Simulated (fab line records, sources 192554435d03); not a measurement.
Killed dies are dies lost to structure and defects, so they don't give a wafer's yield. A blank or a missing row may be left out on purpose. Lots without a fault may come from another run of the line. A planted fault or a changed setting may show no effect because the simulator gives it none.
Chamber matching | flow n5_finfet | N5_FIN_CUT_ETCH_30 on rie_diel-03: 4 sister chambers
The step etches underlayer in N2/H2, target depth 13 nm, time 10.4 s. 4 wafers are shown with their chamber, then 8 later ones without.

WAFERS WITH THEIR CHAMBER
wafer  | chamber | showerhead_plenum_p_Torr (Torr)
L088.3 | 0       | 2.55
L088.5 | 3       | 2.39
L092.6 | 1       | 2.42
L093.1 | 2       | 2.58

WAFERS WITHOUT THEIR CHAMBER
wafer  | showerhead_plenum_p_Torr (Torr)
L093.4 | 2.72
L093.6 | 2.42
L095.1 | 2.58
L095.2 | 2.55
L095.3 | 2.41
L096.1 | 2.55
L096.3 | 2.41
L096.4 | 2.58

WHICH CHAMBER EACH WENT THROUGH
wafer  | from the rows above     | in truth
L093.4 | can't be placed: 2 or 0 | 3
L093.6 | can't be placed: 1 or 3 | 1
L095.1 | can't be placed: 2 or 0 | 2
L095.2 | can't be placed: 0 or 2 | 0
L095.3 | can't be placed: 1 or 3 | 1
L096.1 | can't be placed: 0 or 2 | 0
L096.3 | can't be placed: 1 or 3 | 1
L096.4 | can't be placed: 2 or 0 | 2
Placed correctly: 0 of 8. Can't be placed from these rows: 8 (the true chamber is among the candidates in 7). Placed wrongly: 0.
How it was worked out, from the rows above alone: a wafer's distance from a chamber is the root of the sum, over the readings, of the square of ((its reading less the chamber's mean) divided by the reading's scatter). The wafer belongs to the nearest chamber; if the next one is less than 2 further off, it can't be placed. A chamber's mean is the mean of its shown wafers. The scatter: with one shown wafer a chamber, the root of the mean of the squares of how far each hidden wafer lies from its nearest shown one.
